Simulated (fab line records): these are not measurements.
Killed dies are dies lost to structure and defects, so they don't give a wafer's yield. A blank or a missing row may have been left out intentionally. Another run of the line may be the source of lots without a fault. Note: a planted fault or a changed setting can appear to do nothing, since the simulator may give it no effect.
3 desks, one fault / flow n5 finfet / numbers are kept per desk, each desk with only its own; the story behind them comes last

## FROM THE METROLOGY DESK
What the gauges read for every lot (on any tool): the sampled wafers with a number, averaged. If a lot's mean is further than 4 standard deviations from the usual mean, the lot is out of limits and carries the mark OUT (the distance appears in the brackets). 7 of its 14 readings are shown, namely those furthest out on some lot.
Columns: A = VIA_MOL_THK at N5_MOL_CONTACT_COAG_THK_MEAS_53, usual 44.2 nm; B = cd nm at N5_BEOL_M0_SAQP_CD_MEAS_14, usual 42.5 nm; C = M0_CORE_OVL at N5_BEOL_M0_SAQP_OVL_MEAS_15, usual 0.0 nm; D = ION_N at N5_BEOL_M4_RC_MEAS_101, usual 675 uA/um; E = ION_P at N5_BEOL_M4_RC_MEAS_101, usual 463 uA/um; F = VT_N at N5_BEOL_M4_RC_MEAS_101, usual 250 mV; G = VT_P at N5_BEOL_M4_RC_MEAS_101, usual -250 mV
lot=L494; first seen here=day 6 09:21; A=44.4; B=41.9; C=-0.1; D=666; E=458; F=250; G=-246
lot=L502; first seen here=day 8 10:53; A=44.3; B=41.9; C=1.0; D=690; E=474; F=250; G=-248
lot=L506; first seen here=day 9 09:11; A=43.2; B=42.1; C=0.7; D=658; E=458; F=253; G=-251
lot=L508; first seen here=day 9 18:15; A=44.0; B=42.0; C=-0.7; D=695; E=482; F=246; G=-246
lot=L512; first seen here=day 10 21:49; A=43.7; B=42.5; C=-0.5; D=676; E=464; F=250; G=-252
This desk's finding: nothing out of limits on any of the 5 lots.

## THE DEFECT DESK
Per lot, the means of the sampled wafers with a number show what the inspections along the route counted. If a lot's mean is further than 4 standard deviations from the usual mean, the lot is out of limits and carries the mark OUT (the distance appears in the brackets).
Columns: A = raw defect count at N5_MOL_CONTACT_COAG_INSPECT_97, usual 48; B = raw defect count at N5_BEOL_M0_SAQP_INSPECT_16, usual 499
lot=L494; first seen here=day 6 12:26; A=60; B=314
lot=L502; first seen here=day 8 13:56; A=78; B=438
lot=L506; first seen here=day 9 12:14; A=77; B=606
lot=L508; first seen here=day 9 21:19; A=50; B=455
lot=L512; first seen here=day 11 21:10; A=42; B=436
This desk's finding: nothing out of limits on any of the 5 lots.

## TOOL OWNER'S DESK, pecvd-02
The tool's own readings at N5_BEOL_M0_SAQP_HM_DEP_111 (deposits SiO2 from SiH4/N2O, target thk 12 nm, time 7.2 s): means of the sampled wafers that have a number, for each lot that ran on this tool. If a lot's mean is further than 4 standard deviations from the usual mean, the lot is out of limits and carries the mark OUT (the distance appears in the brackets).
Columns: A = chamber pressure Torr at N5_BEOL_M0_SAQP_HM_DEP_111, usual 0.7502 Torr; B = heater power w at N5_BEOL_M0_SAQP_HM_DEP_111, usual 754 W; C = showerhead plenum p Torr at N5_BEOL_M0_SAQP_HM_DEP_111, usual 8.12 Torr
lot=L494; first seen here=day 6 13:37; A=0.7503; B=788; C=8.14
lot=L512; first seen here=day 11 23:17; A=0.7507; B=809; C=8.09
This desk's finding: nothing out of limits on any of the 2 lots.

## BROUGHT TOGETHER
The metrology desk saw nothing out of limits.
Nothing the defect desk looked at was out of limits.
The desk of the tool owner found nothing out of limits.

## WHAT WAS PUT IN BY THE SIMULATOR
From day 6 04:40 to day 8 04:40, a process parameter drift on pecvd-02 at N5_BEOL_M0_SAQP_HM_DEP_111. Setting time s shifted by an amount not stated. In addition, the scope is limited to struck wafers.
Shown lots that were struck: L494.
